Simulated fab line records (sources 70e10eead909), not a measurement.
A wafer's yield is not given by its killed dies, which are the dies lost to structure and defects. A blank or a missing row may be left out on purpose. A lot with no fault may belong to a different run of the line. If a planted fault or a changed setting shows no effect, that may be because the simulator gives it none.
What tool caused it? / flow nand-harc / Sampling: 6 lots, 18 wafers, 5 of 1302 route steps

== WHAT EACH GAUGE READ, for each wafer ==
NHARC_END_SORT_01.
lot=L274; measured=day 28 07:16; on=prober-01; killed-at-array=677 674 675
lot=L278; measured=day 29 03:23; on=prober-02; killed-at-array=665 672 672

== EACH LOT AND THE TOOL THAT RAN IT (in order: tool; ch and the chambers of the sampled wafers; start) ==
lot=L274; NHARC_A_CONTACT_DEP_57=acl-dep-03 ch 0, day 25 13:36; NHARC_A_CONTACT_DESCUM_74=rie-diel-01 ch 0,2,3, day 25 17:44; NHARC_A_CONTACT_ETCH_77=rie-diel-01 ch 2,3, day 25 18:20; NHARC_A_CONTACT_ETCH_130=har-cap-etch-03 ch 0,1, day 25 20:50
lot=L278; NHARC_A_CONTACT_DEP_57=acl-dep-02 ch 0, day 26 09:31; NHARC_A_CONTACT_DESCUM_74=rie-diel-05 ch 0,2,3, day 26 13:07; NHARC_A_CONTACT_ETCH_77=rie-diel-05 ch 0,2,3, day 26 13:43; NHARC_A_CONTACT_ETCH_130=har-cap-etch-01 ch 0,1, day 26 16:11
lot=L280; NHARC_A_CONTACT_DEP_57=acl-dep-01 ch 0, day 28 06:13; NHARC_A_CONTACT_DESCUM_74=rie-diel-11 ch 0,2,3, day 28 09:18; NHARC_A_CONTACT_ETCH_77=rie-diel-11 ch 1,3, day 28 09:50; NHARC_A_CONTACT_ETCH_130=har-cap-etch-01 ch 0,1, day 28 12:22
lot=L285; NHARC_A_CONTACT_DEP_57=acl-dep-02 ch 0, day 29 13:30; NHARC_A_CONTACT_DESCUM_74=rie-diel-01 ch 0,1, day 29 17:31; NHARC_A_CONTACT_ETCH_77=rie-diel-01 ch 0,1, day 29 18:03; NHARC_A_CONTACT_ETCH_130=har-cap-etch-01 ch 0,1, day 29 20:08
lot=L284; NHARC_A_CONTACT_DEP_57=acl-dep-01 ch 0, day 30 14:35; NHARC_A_CONTACT_DESCUM_74=rie-diel-05 ch 1,2, day 30 17:41; NHARC_A_CONTACT_ETCH_77=rie-diel-05 ch 0,1,2, day 30 18:17; NHARC_A_CONTACT_ETCH_130=har-cap-etch-02 ch 0,1, day 30 20:28
lot=L288; NHARC_A_CONTACT_DEP_57=acl-dep-01 ch 0, day 31 06:04; NHARC_A_CONTACT_DESCUM_74=rie-diel-01 ch 0,1, day 31 10:05; NHARC_A_CONTACT_ETCH_77=rie-diel-01 ch 0,1,3, day 31 10:47; NHARC_A_CONTACT_ETCH_130=har-cap-etch-02 ch 0,1, day 31 13:06
- NHARC_A_CONTACT_DEP_57: deposits aC, target thk 5300 nm.
- NHARC_A_CONTACT_DESCUM_74: chemistry O2, time 3 s.
- NHARC_A_CONTACT_ETCH_77: etches the open film in CF4/CHF3, target depth 108.9 nm, time 54.5 s.
- NHARC_A_CONTACT_ETCH_130: etches the open film in C4F8/O2/Ar, time 197 s, target depth 1918 nm.

== THE ANSWER, worked out from the rows above alone ==
Rule: the lots themselves supply what counts as usual. Put in order of their means at a reading, lots are off if they are a third of the lots or fewer, leave a main group of 4 or more, and stand apart from it by a gap of 3 or more times the standard deviation of the main group's means; of several such gaps the widest counts. A main group whose means are all the same, to the digits that the tables above print for the reading, isn't used. A lot without any number at a reading at which 4 lots or more have one is off too. The other lots that the step has rows for count as sound.
No lot is off at any reading shown: from this, nothing can be told.

== WHAT WAS PUT IN BY THE SIMULATOR ==
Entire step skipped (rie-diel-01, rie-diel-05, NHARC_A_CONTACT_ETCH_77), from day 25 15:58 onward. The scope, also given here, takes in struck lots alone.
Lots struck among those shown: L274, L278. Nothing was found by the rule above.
